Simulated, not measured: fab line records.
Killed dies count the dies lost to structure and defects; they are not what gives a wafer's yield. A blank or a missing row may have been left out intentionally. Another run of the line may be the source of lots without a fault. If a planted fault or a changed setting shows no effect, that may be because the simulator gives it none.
fab line records | flow n5Finfet
record lots=5 | wafers=15 | lastDay=16
route steps=1938 shown HKMG_FIN@450 BEOL_M4@1111 PASSIVATION@1936
lots that met no fault: from a run of the same line without faults
startH: the number of hours between the record's first day and the start of the first shown wafer of the lot | waitH: hours from the lot's prior step to this one | " unchanged from the row above | L1.1+2: several wafers, shown together as one row | - value missing, or start not given | * or withheld: withheld | < > ~ a bound
route shown NAME@n: names a module that has steps shown in the file, with the first one's number in the route | usual: mean/standard deviation of fault-free wafers | same: alike in all rows | chamber/n: place in a boat | sites: readings site by site | _std_site: standard deviation of those values | _edge_site: inner sites' mean taken away from outer sites' mean | radiusMm: how far each site lies from the wafer's centre | mask NAME#n: copy n | behind: the most recent tool/chamber to have shaped the wafer | hold: what put the lot on hold/how long, in hours/how the hold closed | device: which transistor (n, p or np) failed to switch | end of line: at the end of the route, the tests of the same wafers | a step given without rows: its recipe and nothing more | killed: count of dies lost to structure and defects at first sort (not the wafer's yield) | map: the dies of a wafer, with x for killed, . for not killed, _ for no die there
set.NAME: the setting that was run; set.NAME@STEP: the one run at that earlier step | model.NAME: the simulator's own value behind a step, which no gauge read
lots at selected steps of the route; one table per step, one row per wafer
services: from which hour (startH, from the record's first day; less than 0 if before it) a tool's chamber was out of use, for how many hours, and why
## steps
# step N5_HKMG_FIN_COAT_66
# recipe resist=SOC | tempC=250 | timeS=60 | spinRpm=1500 | resistThkNm=300
# step N5_HKMG_FIN_ETCH_67
# recipe chemistry=N2/H2 | target=SOC | targetDepthA=3889 | stopOn=TiN | ionEnergyEv=100 | biasW=61 | pressureMtorr=30 | sourceW=850 | n2FlowSccm=200 | h2FlowSccm=200
# usual chamberPressureMTorr=30.00/0.037 | drypumpMotorCurrentA=6.0/0.5 | h2FlowSccm=200.0/0.67 | oesProductAu=0.78/0.074 | rfFwdPowerW=844.2/2.7 | rfVppV=241.0/1.2 | showerheadPlenumPTorr=2.56/0.079 | throttleValvePct=17.75/0.22
lot.wafer | tool       | chamber | startH | waitH | chamberPressureMTorr | drypumpMotorCurrentA | h2FlowSccm | oesProductAu | rfFwdPowerW | rfHoursCounterH | rfVppV | showerheadPlenumPTorr | throttleValvePct
L905.1    | rieDiel-01 | 1       | 75.20  | -     | 29.99                | 6.6                  | 199.6      | 0.90         | 841.7       | 35              | 241.7  | 2.59                  | 18.14
L905.2    | "          | 2       | "      | "     | 29.98                | 6.6                  | 200.2      | 0.72         | 847.6       | 177             | 241.4  | 2.52                  | 17.73
L905.6    | "          | 0       | "      | "     | 29.95                | 5.5                  | 200.0      | 0.92         | 847.3       | -               | 241.1  | 2.59                  | 18.00
L914.1    | rieDiel-01 | 2       | 131.85 | -     | 30.04                | 6.6                  | 199.4      | 0.71         | 846.7       | 186             | 241.0  | 2.52                  | 17.76
L914.4    | "          | 0       | "      | "     | 30.06                | 5.5                  | 201.5      | 0.89         | 844.8       | 41              | 242.3  | 2.59                  | 18.03
L914.5    | "          | 3       | "      | "     | 29.98                | 5.1                  | 200.0      | 0.72         | 841.5       | -               | 238.2  | 2.41                  | 17.77
L921.1    | rieDiel-01 | 3       | 175.23 | -     | 29.99                | 5.1                  | 200.0      | 0.71         | 841.6       | 225             | 238.8  | 2.41                  | 17.78
L921.4    | "          | 0       | "      | "     | 29.97                | 5.5                  | 200.2      | 0.87         | 842.6       | 57              | 241.6  | 2.58                  | 18.05
L921.6    | "          | 1       | "      | "     | 29.97                | 6.6                  | 200.1      | 0.85         | 840.7       | -               | 240.8  | 2.58                  | 18.19
L922.2    | rieDiel-05 | 0       | 181.29 | -     | 30.08                | 5.6                  | 200.0      | 0.81         | 840.6       | 85              | 240.6  | 2.46                  | 17.52
L922.4    | "          | 3       | "      | "     | 29.97                | 5.6                  | 200.7      | 0.78         | 848.7       | -               | 241.9  | 2.66                  | 17.81
L922.5    | "          | 2       | "      | "     | 30.01                | 6.6                  | 199.4      | 0.76         | 840.1       | -               | 241.1  | 2.55                  | 17.75
L926.1    | rieDiel-05 | 0       | 205.24 | -     | 29.99                | 5.6                  | 200.2      | 0.80         | 842.5       | 96              | 240.8  | 2.45                  | 17.52
L926.3    | "          | 1       | "      | "     | 30.02                | 6.3                  | 199.3      | 0.94         | 847.5       | 7               | 240.4  | 2.60                  | 17.42
L926.5    | "          | 0       | "      | "     | 29.99                | 5.6                  | 199.7      | 0.80         | 841.1       | -               | 238.6  | 2.45                  | 17.51
# step N5_HKMG_FIN_STRIP_90
# recipe chemistry=N2/H2 | material=SOC | timeS=20 | powerW=500 | tempC=40 | pressureMtorr=50 | rfFrequencyHz=6e+07 | biasPowerW=8 | h2Frac=0.5 | n2FlowSccm=300 | h2FlowSccm=300
# step N5_HKMG_FIN_WET_ETCH_73
# recipe chemistry=SC1 | mix=1:2:40 | tempC=50 | timeS=42.3 | targetDepthNm=1.3 | dry=ipaMarangoni | rinseTimeS=30 | rinseTempC=23
# step N5_HKMG_FIN_ETCHBACK_68
# recipe chemistry=Cl2/Ar | stopOn=HfO2 | targetDepthA=5 | pressureMtorr=10 | icpW=600 | biasW=60 | Cl2_flow_sccm=40 | Ar_flow_sccm=60
# usual chamberPressureMTorr=10.001/0.0093 | drypumpMotorCurrentA=5.4/0.37 | oesProductAu=0.78/0.085 | rfFwdPowerW=596.5/2.1 | throttleValvePct=20.9/0.36
lot.wafer | tool        | chamber | startH | waitH | chamberPressureMTorr | drypumpMotorCurrentA | oesProductAu | rfFwdPowerW | rfHoursCounterH | throttleValvePct
L905.1    | rieMetal-02 | 0       | 75.41  | 0.0   | 10.013               | 5.5                  | 0.77         | 596.1       | 33              | 20.3
L905.2    | "           | 1       | "      | "     | 10.010               | 5.3                  | 0.87         | 594.3       | 12              | 20.7
L905.6    | "           | 1       | "      | "     | 10.003               | 5.2                  | 0.87         | 596.2       | -               | 20.7
L914.1    | rieMetal-03 | 0       | 132.07 | 0.0   | 10.004               | 4.9                  | 0.66         | 596.6       | 86              | 21.4
L914.4    | "           | 0       | "      | "     | 10.000               | 4.9                  | 0.66         | 595.8       | -               | 21.4
L914.5    | "           | 0       | "      | "     | 10.020               | 4.9                  | 0.66         | 596.2       | -               | 21.4
L921.1    | rieMetal-02 | 1       | 175.45 | 0.0   | 10.018               | 5.3                  | 0.83         | 593.5       | 20              | 20.7
L921.4    | "           | 0       | "      | "     | 10.001               | 5.5                  | 0.75         | 598.7       | -               | 20.3
L921.6    | "           | 0       | "      | "     | 10.004               | 5.5                  | 0.75         | 598.4       | -               | 20.3
L922.2    | rieMetal-03 | 0       | 181.51 | 0.0   | 9.992                | 4.9                  | 0.65         | 599.9       | 92              | 21.4
L922.4    | "           | 0       | "      | "     | 9.999                | 4.9                  | 0.65         | 598.1       | -               | 21.4
L922.5    | "           | 1       | "      | "     | 10.002               | 5.6                  | 0.89         | 596.1       | -               | 21.1
L926.1    | rieMetal-01 | 0       | 205.46 | 0.0   | 9.978                | 5.3                  | 0.73         | 594.0       | 66              | 20.7
L926.3    | "           | 1       | "      | "     | 10.003               | 6.0                  | 0.79         | 594.8       | -               | 21.2
L926.5    | "           | 1       | "      | "     | 10.019               | 6.1                  | 0.78         | 598.8       | -               | 21.2
# step N5_HKMG_FIN_STRIP_69
# recipe chemistry=N2/H2 | powerW=2500 | tempC=300 | h2Frac=0.65 | timeS=360 | pressureMtorr=withheld | n2FlowSccm=1750 | h2FlowSccm=3250
# step N5_HKMG_FIN_ALD_21
# recipe material=TiN | targetThkA=15 | tempC=400 | aldPrecursorFamily=TiCl4 | aldCoReactant=NH3 | pulseTimeS=1 | purgeTimeS=3 | coReactantPurgeTimeS=2 | coReactantPulseTimeS=2 | aldCycles=68 | pressureTorr=3
# usual heaterPowerW=871/73 | precursorPulseHeightRel=0.999/0.016 | susceptorTempC=400.02/0.23
lot.wafer | tool        | chamber | startH | waitH | heaterPowerW | precursorPulseHeightRel | susceptorTempC
L905.1    | aldMetal-03 | 1       | 75.94  | 0.3   | 827          | 0.973                   | 399.93
L905.2    | "           | 2       | "      | "     | 867          | 0.989                   | 399.90
L905.6    | "           | 0       | "      | "     | 847          | 0.968                   | 400.20
L914.1    | aldMetal-03 | 3       | 132.60 | 0.3   | 982          | 0.978                   | 400.13
L914.4    | "           | 0       | "      | "     | 856          | 0.985                   | 399.99
L914.5    | "           | 3       | "      | "     | 963          | 0.972                   | 400.17
L921.1    | aldMetal-03 | 2       | 175.98 | 0.3   | 849          | 1.008                   | 400.02
L921.4    | "           | 1       | "      | "     | 833          | 0.996                   | 399.66
L921.6    | "           | 0       | "      | "     | 856          | 1.002                   | 400.33
L922.2    | aldMetal-03 | 0       | 182.03 | 0.3   | 868          | 0.985                   | 399.43
L922.4    | "           | 0       | "      | "     | 871          | 1.011                   | 399.83
L922.5    | "           | 2       | "      | "     | 841          | 0.968                   | 400.05
L926.1    | aldMetal-04 | 2       | 205.98 | 0.3   | 828          | 1.021                   | 399.99
L926.3    | "           | 3       | "      | "     | 947          | 0.999                   | 399.84
L926.5    | "           | 1       | "      | "     | 783          | 0.994                   | 400.05
# step N5_HKMG_FIN_ALD_72
# recipe material=W | targetThkA=20 | tempC=300 | pressureTorr=7.5 | aldPrecursorFamily=WF6 | aldCoReactant=B2H6 | pulseTimeS=1 | purgeTimeS=2 | coReactantPurgeTimeS=2 | coReactantPulseTimeS=3 | aldCycles=7
# usual heaterPowerW=469/55 | precursorPulseHeightRel=1.001/0.02 | susceptorTempC=300.01/0.19
lot.wafer | tool    | chamber | startH | waitH | heaterPowerW | precursorPulseHeightRel | susceptorTempC
L905.1    | cvdW-01 | 1       | 76.30  | 0.2   | 453          | 0.993                   | 299.86
L905.2    | "       | 0       | "      | "     | 559          | 0.999                   | 299.78
L905.6    | "       | 0       | "      | "     | 548          | 0.986                   | 299.84
L914.1    | cvdW-02 | 0       | 132.96 | 0.2   | 482          | 1.012                   | 300.02
L914.4    | "       | 1       | "      | "     | 390          | 1.027                   | 300.28
L914.5    | "       | 1       | "      | "     | 405          | 0.996                   | 300.47
L921.1    | cvdW-01 | 0       | 176.34 | 0.2   | 560          | 1.006                   | 299.77
L921.4    | "       | 0       | "      | "     | 536          | 1.026                   | 299.93
L921.6    | "       | 0       | "      | "     | 558          | 1.038                   | 299.69
L922.2    | cvdW-02 | 0       | 182.39 | 0.2   | 466          | 0.983                   | 300.09
L922.4    | "       | 0       | "      | "     | 476          | 1.016                   | 300.19
L922.5    | "       | 1       | "      | "     | 399          | 1.050                   | 300.31
L926.1    | cvdW-02 | 1       | 206.34 | 0.2   | 394          | 1.000                   | 300.13
L926.3    | "       | 0       | "      | "     | 475          | 0.965                   | 299.83
L926.5    | "       | 1       | "      | "     | 410          | 0.999                   | 300.03
# step N5_HKMG_FIN_W_FILL_22
# recipe material=W | targetThkA=600 | tempC=400 | pressureTorr=39.4 | timeS=18.2
# step N5_HKMG_FIN_PRECLEAN_83
# recipe chemistry=DIW | timeS=57.5 | tempC=23
# step N5_HKMG_FIN_SRD_84
# recipe dryTimeS=32 | dry=n2Spin | spinRpm=1500
# step N5_HKMG_FIN_CMP_23
# recipe stopOn=SiNx | tOverpolishS=10 | postCmpClean=rinseOnly | downForcePsi=4 | platenRpm=50.289 | padVelocityMS=1.0006 | targetThkNm=46.326
# usual edgeZonePressureFrac=1.001/0.0047 | headPressurePsi=4.000/0.0079 | motorCurrentA=12.7/1.3 | overpolishRunS=9.999/0.0093 | slurryFilterDpKPa=13.49/0.13 | slurryFlowMlMin=149.9/0.48 | timeToEndpointS=11.9/1.8
lot.wafer | tool   | chamber | startH | waitH | edgeZonePressureFrac | headPressurePsi | motorCurrentA | overpolishRunS | slurryFilterDpKPa | slurryFlowMlMin | timeToEndpointS
L905.2    | cmp-03 | 2       | 76.55  | 0.1   | 1.002                | 4.008           | 12.7          | 9.988          | 13.25             | 149.3           | 10.3
L905.1    | "      | 3       | "      | "     | 0.992                | 3.997           | 13.3          | 10.005         | 13.43             | 149.6           | 12.0
L905.6    | "      | 1       | "      | "     | 0.998                | 4.008           | 12.1          | 9.997          | 13.50             | 150.0           | 11.4
L914.4    | cmp-01 | 1       | 133.18 | 0.1   | 1.001                | 4.002           | 16.4          | 9.990          | 13.64             | 150.0           | 12.9
L914.1    | "      | 2       | "      | "     | 0.999                | 4.000           | 12.5          | 10.017         | 13.56             | 150.1           | 11.8
L914.5    | "      | 1       | "      | "     | 1.000                | 4.003           | 17.0          | 10.009         | 13.46             | 149.4           | 12.5
L921.4    | cmp-01 | 0       | 176.73 | 0.2   | 0.999                | 3.999           | 13.5          | 9.994          | 13.63             | 149.3           | 15.0
L921.1    | "      | 2       | "      | "     | 1.003                | 4.000           | 12.7          | 9.990          | 13.39             | 150.3           | 12.3
L921.6    | "      | 0       | "      | "     | 0.993                | 3.991           | 12.3          | 10.010         | 13.41             | 150.5           | 12.8
L922.2    | cmp-03 | 1       | 182.56 | 0.0   | 1.001                | 3.996           | 11.8          | 10.000         | 13.59             | 150.0           | 13.1
L922.4    | "      | 3       | "      | "     | 0.994                | 3.999           | 12.6          | 9.998          | 13.64             | 150.3           | 12.3
L922.5    | "      | 1       | "      | "     | 1.004                | 3.985           | 12.1          | 9.990          | 13.43             | 150.2           | 12.9
L926.3    | cmp-01 | 0       | 206.57 | 0.1   | 1.007                | 3.988           | 13.3          | 9.989          | 13.37             | 149.5           | 15.1
L926.1    | "      | 2       | "      | "     | 1.005                | 3.998           | 12.9          | 9.988          | 13.60             | 150.8           | 11.8
L926.5    | "      | 0       | "      | "     | 1.001                | 4.004           | 13.0          | 10.005         | 13.36             | 150.1           | 12.2
# step N5_HKMG_FIN_CMP_94
# recipe stopOn=SiNx | postCmpClean=wDiluteNh4oh | tOverpolishS=4.7 | downForcePsi=4 | platenRpm=50.289 | padVelocityMS=1.0006 | targetThkNm=43.299
# usual edgeZonePressureFrac=1.000/0.0043 | headPressurePsi=4.002/0.0088 | motorCurrentA=12.8/1.2 | slurryFilterDpKPa=13.49/0.13 | slurryFlowMlMin=150.1/0.46
lot.wafer | tool   | chamber | startH | waitH | edgeZonePressureFrac | headPressurePsi | motorCurrentA | slurryFilterDpKPa | slurryFlowMlMin
L905.2    | cmp-03 | 2       | 76.98  | 0.3   | 1.002                | 3.996           | 12.1          | 13.72             | 150.2
L905.1    | "      | 3       | "      | "     | 1.004                | 4.006           | 13.4          | 13.30             | 149.8
L905.6    | "      | 1       | "      | "     | 0.996                | 4.005           | 11.8          | 13.71             | 150.0
L914.4    | cmp-01 | 1       | 133.66 | 0.4   | 1.008                | 4.007           | 15.5          | 13.47             | 150.3
L914.1    | "      | 2       | "      | "     | 1.005                | 3.993           | 13.2          | 13.36             | 149.9
L914.5    | "      | 1       | "      | "     | 1.004                | 4.005           | 15.6          | 13.62             | 150.3
L921.4    | cmp-01 | 0       | 177.21 | 0.4   | 0.999                | 4.001           | 13.1          | 13.73             | 149.4
L921.1    | "      | 2       | "      | "     | 1.009                | 4.014           | 13.0          | 13.39             | 150.2
L921.6    | "      | 0       | "      | "     | 1.000                | 4.001           | 12.8          | 13.42             | 149.9
L922.2    | cmp-03 | 1       | 183.04 | 0.4   | 1.001                | 3.806           | 11.7          | 13.56             | 149.9
L922.4    | "      | 3       | "      | "     | 1.003                | 3.998           | 12.9          | 13.62             | 150.3
L922.5    | "      | 1       | "      | "     | 1.004                | 3.791           | 12.0          | 13.40             | 150.1
L926.3    | cmp-01 | 0       | 207.05 | 0.4   | 1.007                | 3.992           | 12.9          | 13.65             | 150.2
L926.1    | "      | 2       | "      | "     | 0.996                | 4.000           | 12.7          | 13.33             | 150.2
L926.5    | "      | 0       | "      | "     | 0.997                | 3.995           | 12.6          | 13.52             | 149.5
# step N5_BEOL_M4_RC_MEAS_101
# usual DIBL_N=36.3/1.2 | DIBL_P=36.1/1.6 | IOFF_N=0.161/0.023 | IOFF_P=0.209/0.027 | ION_N=676/8.9 | ION_P=462/5.3 | SS_N=71.5/0.51 | SS_P=73.2/0.5 | VT_N=249.1/2.5 | VT_P=-249.9/2.8
lot.wafer | tool      | chamber | startH | waitH | DIBL_N[mV/V] | DIBL_P[mV/V] | IOFF_N[nA/um] | IOFF_P[nA/um] | ION_N[uA/um] | ION_P[uA/um] | SS_N[mV/dec] | SS_P[mV/dec] | VT_N[mV] | VT_P[mV]
L905.1    | prober-02 | 0       | 156.02 | 0.0   | 34.5         | 33.8         | 0.116         | 0.162         | 665          | 458          | 71.2         | 72.8         | 252.8    | -255.1
L905.2    | "         | 0       | "      | "     | 35.6         | 35.4         | 0.142         | 0.182         | 680          | 462          | 70.8         | 73.0         | 247.7    | -252.4
L905.6    | "         | 0       | "      | "     | 34.6         | 34.3         | 0.120         | 0.172         | 656          | 454          | 71.3         | 72.7         | 252.5    | -253.0
L914.1    | prober-01 | 0       | 212.66 | 0.2   | 36.5         | 38.4         | 0.194         | 0.227         | 691          | 464          | 72.0         | 72.8         | 245.6    | -249.9
L914.4    | "         | 0       | "      | "     | 33.4         | 34.0         | 0.133         | 0.171         | 668          | 466          | 72.0         | 72.4         | 247.6    | -250.9
L914.5    | "         | 0       | "      | "     | 34.6         | 35.8         | 0.153         | 0.190         | 679          | 459          | 72.1         | 72.7         | 248.4    | -249.3
L921.1    | prober-01 | 0       | 256.56 | 0.0   | 38.4         | 36.6         | 0.189         | 0.214         | 680          | 463          | 71.4         | 73.3         | 246.8    | -251.5
L921.4    | "         | 0       | "      | "     | 37.1         | 35.1         | 0.146         | 0.190         | 663          | 459          | 71.3         | 73.0         | 252.3    | -252.8
L921.6    | "         | 0       | "      | "     | 37.0         | 35.6         | 0.159         | 0.202         | 673          | 458          | 71.1         | 72.6         | 248.4    | -249.5
L922.2    | prober-02 | 0       | 268.85 | 0.2   | 37.9         | 39.8         | 0.212         | 0.239         | 690          | 469          | 72.2         | 73.5         | 244.8    | -250.4
L922.4    | "         | 0       | "      | "     | 36.1         | 37.9         | 0.167         | 0.207         | 691          | 469          | 71.4         | 73.0         | 246.9    | -252.0
L922.5    | "         | 0       | "      | "     | 37.4         | 40.0         | 0.206         | 0.255         | 696          | 475          | 72.4         | 74.2         | 245.6    | -247.9
L926.1    | prober-02 | 0       | 284.60 | 0.0   | 36.9         | 38.7         | 0.155         | 0.237         | 667          | 460          | 71.6         | 73.7         | 252.0    | -247.5
L926.3    | "         | 0       | "      | "     | 37.1         | 38.2         | 0.152         | 0.223         | 669          | 455          | 71.5         | 73.6         | 252.4    | -247.7
L926.5    | "         | 0       | "      | "     | 38.2         | 40.2         | 0.180         | 0.271         | 676          | 465          | 71.6         | 74.1         | 248.3    | -245.8
# step N5_PASSIVATION_PROBE_49
# usual defectLimitedYield=91.3/1.5 | killed_at_M0_to_M3=35/10 | killed_at_M4_up=13/5.3 | killedAtContacts=12/5.7 | killedAtFrontEnd=39/11 | killedAtOther=3.3/2.7 | killedDies=102/18 | killedOpen=67/13 | killedShort=34/7.8 | sort_bin_5_function=5.1/1 | sort_bin_6_memory=3.3/0.68 | sortNPass=1078/18 | sortYieldPct=91.3/1.5
# same grossDies=1180 | killedAtBackSide=0 | sort_bin_4_leakage[%]=0 | sort_bin_8_speed[%]=0
lot.wafer | tool      | chamber | startH | waitH | defectLimitedYield[%] | killed_at_M0_to_M3 | killed_at_M4_up | killedAtContacts | killedAtFrontEnd | killedAtOther | killedDies | killedOpen | killedShort | sort_bin_5_function[%] | sort_bin_6_memory[%] | sortNPass | sortYieldPct[%]
L905.1    | prober-01 | -       | 254.71 | 0.0   | 93.3                  | 33                 | 12              | 10               | 24               | 0             | 79         | 54         | 25          | 4.4                    | 2.1                  | 1101      | 93.3
L905.2    | prober-01 | -       | 254.76 | 0.1   | 89.5                  | 51                 | 10              | 12               | 51               | 0             | 124        | 71         | 52          | 6.3                    | 3.6                  | 1056      | 89.5
L905.6    | prober-01 | -       | 254.96 | 0.3   | 91.5                  | 31                 | 13              | 11               | 42               | 3             | 100        | 73         | 27          | 5.7                    | 2.6                  | 1080      | 91.5
L914.1    | prober-02 | -       | 312.34 | 0.0   | 92.5                  | 31                 | 18              | 10               | 29               | 0             | 88         | 56         | 32          | 3.6                    | 3.4                  | 1092      | 92.5
L914.4    | prober-02 | -       | 312.49 | 0.2   | 92.5                  | 51                 | 8               | 5                | 23               | 1             | 88         | 64         | 24          | 4.4                    | 3.0                  | 1092      | 92.5
L914.5    | prober-02 | -       | 312.54 | 0.2   | 93.7                  | 36                 | 10              | 6                | 21               | 1             | 74         | 47         | 27          | 3.0                    | 3.1                  | 1106      | 93.7
L921.1    | prober-02 | -       | 358.48 | 0.0   | 90.8                  | 40                 | 11              | 12               | 41               | 5             | 109        | 72         | 37          | 5.3                    | 3.6                  | 1071      | 90.8
L921.4    | prober-02 | -       | 358.63 | 0.2   | 93.8                  | 36                 | 8               | 6                | 21               | 2             | 73         | 58         | 14          | 3.8                    | 2.3                  | 1107      | 93.8
L921.6    | prober-02 | -       | 358.73 | 0.3   | 90.3                  | 45                 | 11              | 6                | 49               | 3             | 114        | 72         | 42          | 5.0                    | 4.1                  | 1066      | 90.3
L922.2    | prober-02 | -       | 370.09 | 0.1   | 92.6                  | 24                 | 13              | 6                | 40               | 4             | 87         | 60         | 25          | 4.7                    | 2.4                  | 1093      | 92.6
L922.4    | prober-02 | -       | 370.19 | 0.2   | 91.0                  | 35                 | 17              | 3                | 46               | 5             | 106        | 65         | 41          | 5.1                    | 3.6                  | 1074      | 91.0
L922.5    | prober-02 | -       | 370.24 | 0.2   | 90.6                  | 29                 | 7               | 7                | 65               | 3             | 111        | 67         | 44          | 5.1                    | 4.2                  | 1069      | 90.6
L926.1    | prober-01 | -       | 389.12 | 0.0   | 92.3                  | 23                 | 5               | 10               | 53               | 0             | 91         | 56         | 35          | 4.3                    | 3.1                  | 1089      | 92.3
L926.3    | prober-01 | -       | 389.22 | 0.1   | 91.7                  | 14                 | 12              | 15               | 57               | 0             | 98         | 65         | 28          | 4.2                    | 3.6                  | 1082      | 91.7
L926.5    | prober-01 | -       | 389.32 | 0.2   | 91.1                  | 22                 | 24              | 13               | 44               | 2             | 105        | 72         | 32          | 4.5                    | 4.0                  | 1075      | 91.1
# killed by level:class
L905.1 BEOL_M0_SAQP:geometricParticle:open=12 MOL_CONTACT_COAG:geometricParticle:open=8 BEOL_M0_SAQP:geometricParticle:short=8 FIN_SAQP:geometricParticle:short=7 BEOL_M2:geometricParticle:open=7 BEOL_M4:geometricParticle:open=7 BEOL_M1:geometricParticle:open=4 FIN_SAQP:geometricParticle:open=3
L905.2 BEOL_M0_SAQP:geometricParticle:short=15 BEOL_M0_SAQP:geometricParticle:open=13 FIN_SAQP:geometricParticle:short=11 MOL_CONTACT_COAG:geometricParticle:open=11 BEOL_M2:geometricParticle:open=10 DUMMY_GATE:geometricParticle:open=9 STI_FIN_REVEAL:geometricParticle:open=6 BEOL_M2:geometricParticle:short=5
L905.6 BEOL_M2:geometricParticle:open=18 FIN_SAQP:geometricParticle:open=8 STI_FIN_REVEAL:geometricParticle:open=8 DUMMY_GATE:geometricParticle:open=8 MOL_CONTACT_COAG:geometricParticle:open=7 BEOL_M4:geometricParticle:open=6 BEOL_M0_SAQP:geometricParticle:short=5 FIN_SAQP:geometricParticle:short=4
L914.1 STI_FIN_REVEAL:geometricParticle:open=9 BEOL_M0_SAQP:geometricParticle:short=9 BEOL_M4:geometricParticle:open=8 MOL_CONTACT_COAG:geometricParticle:open=7 BEOL_M3:geometricParticle:open=5 BEOL_M0_SAQP:geometricParticle:open=5 STI_FIN_REVEAL:geometricParticle:short=4 BEOL_M0:geometricParticle:open=4
L914.4 BEOL_M0_SAQP:geometricParticle:open=11 BEOL_M0_SAQP:geometricParticle:short=11 BEOL_M2:geometricParticle:open=11 STI_FIN_REVEAL:geometricParticle:open=6 BEOL_M3:geometricParticle:open=6 DUMMY_GATE:geometricParticle:open=5 MOL_CONTACT_COAG:geometricParticle:open=5 FIN_SAQP:geometricParticle:open=4
L914.5 BEOL_M0_SAQP:geometricParticle:short=12 BEOL_M0_SAQP:geometricParticle:open=11 DUMMY_GATE:geometricParticle:open=7 MOL_CONTACT_COAG:geometricParticle:open=5 BEOL_M1:geometricParticle:open=5 BEOL_M5:geometricParticle:short=4 STI_FIN_REVEAL:geometricParticle:short=3 BEOL_M0:geometricParticle:open=3
L921.1 MOL_CONTACT_COAG:geometricParticle:open=9 BEOL_M3:geometricParticle:open=9 BEOL_M2:geometricParticle:open=8 GATE_CUT:geometricParticle:open=7 BEOL_M0_SAQP:geometricParticle:short=7 GATE_CUT:geometricParticle:short=6 BEOL_M4:geometricParticle:open=6 FIN_SAQP:geometricParticle:open=5
L921.4 BEOL_M1:geometricParticle:open=13 BEOL_M0_SAQP:geometricParticle:open=9 BEOL_M3:geometricParticle:open=7 STI_FIN_REVEAL:geometricParticle:open=6 BEOL_M4:geometricParticle:open=6 MOL_CONTACT_COAG:geometricParticle:open=4 GATE_CUT:geometricParticle:open=3 GATE_CUT:geometricParticle:short=3
L921.6 BEOL_M3:geometricParticle:open=15 GATE_CUT:geometricParticle:short=10 BEOL_M1:geometricParticle:open=7 GATE_CUT:geometricParticle:open=7 FIN_SAQP:geometricParticle:open=6 STI_FIN_REVEAL:geometricParticle:open=6 MOL_CONTACT_COAG:geometricParticle:open=5 BEOL_M0_SAQP:geometricParticle:open=5
L922.2 STI_FIN_REVEAL:geometricParticle:open=10 GATE_CUT:geometricParticle:open=9 BEOL_M1:geometricParticle:open=9 BEOL_M0_SAQP:geometricParticle:short=5 FIN_SAQP:geometricParticle:open=4 MOL_CONTACT_COAG:geometricParticle:open=4 BEOL_M1:geometricParticle:short=4 BEOL_M4:geometricParticle:open=4
L922.4 FIN_SAQP:geometricParticle:short=10 FIN_SAQP:geometricParticle:open=10 STI_FIN_REVEAL:geometricParticle:open=10 BEOL_M0_SAQP:geometricParticle:short=9 BEOL_M0_SAQP:geometricParticle:open=7 BEOL_M1:geometricParticle:open=7 BEOL_M4:geometricParticle:open=6 BEOL_M2:geometricParticle:open=5
L922.5 FIN_SAQP:geometricParticle:open=15 STI_FIN_REVEAL:geometricParticle:open=11 FIN_SAQP:geometricParticle:short=8 BEOL_M0_SAQP:geometricParticle:short=8 MOL_CONTACT_COAG:geometricParticle:open=7 STI_FIN_REVEAL:geometricParticle:short=7 BEOL_M1:geometricParticle:open=6 GATE_CUT:geometricParticle:short=5
L926.1 FIN_SAQP:geometricParticle:open=13 STI_FIN_REVEAL:geometricParticle:open=13 MOL_CONTACT_COAG:geometricParticle:open=7 FIN_SAQP:geometricParticle:short=6 GATE_CUT:geometricParticle:short=6 BEOL_M0_SAQP:geometricParticle:short=6 BEOL_M0_SAQP:geometricParticle:open=5 BEOL_M1:geometricParticle:open=5
L926.3 FIN_SAQP:geometricParticle:open=22 FIN_SAQP:geometricParticle:short=16 MOL_CONTACT_COAG:geometricParticle:open=14 BEOL_M1:geometricParticle:open=5 STI_FIN_REVEAL:geometricParticle:open=4 BEOL_M1:geometricParticle:short=4 STI_FIN_REVEAL:geometricParticle:short=3 GATE_CUT:geometricParticle:open=3
L926.5 FIN_SAQP:geometricParticle:open=13 MOL_CONTACT_COAG:geometricParticle:open=9 STI_FIN_REVEAL:geometricParticle:open=7 BEOL_M4:geometricParticle:open=7 BEOL_M0_SAQP:geometricParticle:open=6 DUMMY_GATE:geometricParticle:open=5 BEOL_M1:geometricParticle:open=5 BEOL_M5:geometricParticle:open=5
## services
tool        | chamber | startH | hours | kind
cmp-01      | -       | 53.93  | 4.5   | pm
aldMetal-03 | -       | 64.14  | 1.8   | repair
rieMetal-01 | -       | 65.02  | 0.5   | repair
cvdW-01     | -       | 77.43  | 6.9   | pm
rieMetal-01 | -       | 79.58  | 2.9   | repair
rieDiel-01  | -       | 88.48  | 28.1  | pm
cvdW-02     | 0       | 92.69  | 17.7  | repair
cvdW-02     | -       | 99.67  | 0.7   | repair
cvdW-02     | 1       | 103.91 | 11.1  | repair
rieDiel-05  | 2       | 119.71 | 1.5   | repair
aldMetal-03 | -       | 131.62 | 0.8   | repair
rieMetal-01 | 0       | 134.08 | 6.0   | repair
cmp-03      | -       | 142.93 | 1.2   | repair
aldMetal-03 | -       | 159.25 | 6.0   | pm
cmp-01      | -       | 160.18 | 2.3   | repair
cmp-03      | -       | 164.27 | 0.9   | repair
rieMetal-03 | -       | 166.18 | 2.2   | repair
rieDiel-05  | 1       | 168.24 | -     | clean
cvdW-01     | 1       | 174.85 | 19.9  | repair
cmp-03      | -       | 175.11 | 3.4   | pm
aldMetal-03 | 1       | 179.37 | 12.1  | repair
cvdW-02     | -       | 179.87 | 1.6   | repair
rieDiel-01  | -       | 182.64 | 29.3  | repair
cmp-03      | -       | 195.42 | 1.8   | repair
## key
firstSign step=N5_HKMG_FIN_CMP_94 | reading=headPressurePsi | direction=down | sigmas=23 | usual=4.002 | struck=3.799
effect none on later readings
metAt N5_HKMG_FIN_CMP_94
struckWafers L922.2,L922.5
onsetBetween 76.98 183.04
fault kind=processParameterDrift | tool=cmp-03 | chamber=1 | onsetH=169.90 | steps=N5_HKMG_FIN_CMP_94 | channel=downForcePsi | offset=-0.20543 | shape=step | endH=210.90 | actsIn=theseRecipesOnly | stated=4
